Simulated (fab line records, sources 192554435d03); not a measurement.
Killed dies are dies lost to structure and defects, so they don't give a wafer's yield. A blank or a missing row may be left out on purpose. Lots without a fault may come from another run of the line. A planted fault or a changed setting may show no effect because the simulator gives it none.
One fault seen from 2 desks | flow n5_finfet | each desk has only its own numbers; what lay behind them comes last

THE TOOL OWNER'S DESK: litho_track-05
The tool's own readings at N5_BEOL_M14_PEB_26 (peb time 90 s): means of the sampled wafers that have a number, for each lot that ran on this tool. A lot is out of limits, marked OUT, if its mean lies more than 4 standard deviations from the usual mean; the brackets give that distance.
Columns: A = heater_power_total_W at N5_BEOL_M14_PEB_26, usual 172.6 W; B = plate_temp_C at N5_BEOL_M14_PEB_26, usual 130.01 C
lot  | first seen here | A     | B
L597 | day 10 20:50    | 173.3 | 129.94
L599 | day 11 14:01    | 173.0 | 130.17
L606 | day 12 18:44    | 172.2 | 130.18
L607 | day 13 06:19    | 172.8 | 130.02
L618 | day 16 02:06    | 174.9 | 131.05 (+6.9) OUT
L619 | day 16 16:23    | 174.5 | 131.21 (+8.0) OUT
This desk's finding: out of limits on L618, L619; first on L618, day 16 02:06 (plate_temp_C at N5_BEOL_M14_PEB_26). In limits: L597, L599, L606, L607.

THE METROLOGY DESK
What the gauges read, lot by lot, whatever tool the lot ran on: means of the sampled wafers that have a number. A lot is out of limits, marked OUT, if its mean lies more than 4 standard deviations from the usual mean; the brackets give that distance.
Columns: A = cd_nm at N5_BEOL_M14_CD_MEAS_10, usual 249.5 nm; B = cd_nm at N5_BEOL_M14_CD_MEAS_28, usual 285.2 nm
lot  | first seen here | A     | B
L596 | day 10 12:20    | 253.1 | 282.6
L598 | day 10 18:58    | 247.7 | 284.9
L597 | day 10 19:54    | 249.1 | 286.2
L599 | day 11 12:51    | 247.9 | 288.2
L601 | day 11 20:56    | 249.2 | 284.6
L605 | day 12 14:42    | 250.3 | 286.6
L604 | day 12 16:31    | 250.3 | 286.3
L606 | day 12 17:59    | 248.1 | 286.2
L607 | day 13 05:24    | 246.6 | 287.6
L618 | day 16 01:22    | 250.2 | 291.7
L619 | day 16 15:31    | 249.1 | 291.2
This desk's finding: nothing out of limits on any of the 11 lots.

PUT TOGETHER
The tool owner's desk could have raised an alarm at day 16 02:06, on L618, L619.
The metrology desk saw nothing out of limits.
The metrology desk has L618, L619 on record, within its limits.
Of the lots named, all ran N5_BEOL_M14_PEB_26 on litho_track-05.

WHAT THE SIMULATOR HAD PUT IN
Process parameter drift: litho_track-05, from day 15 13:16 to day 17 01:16, at N5_BEOL_M14_PEB_26. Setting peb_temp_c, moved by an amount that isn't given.
Lots struck among those shown: L618, L619.
Hours from the fault's start to each desk's first reading out of limits: the tool owner's desk, 13.
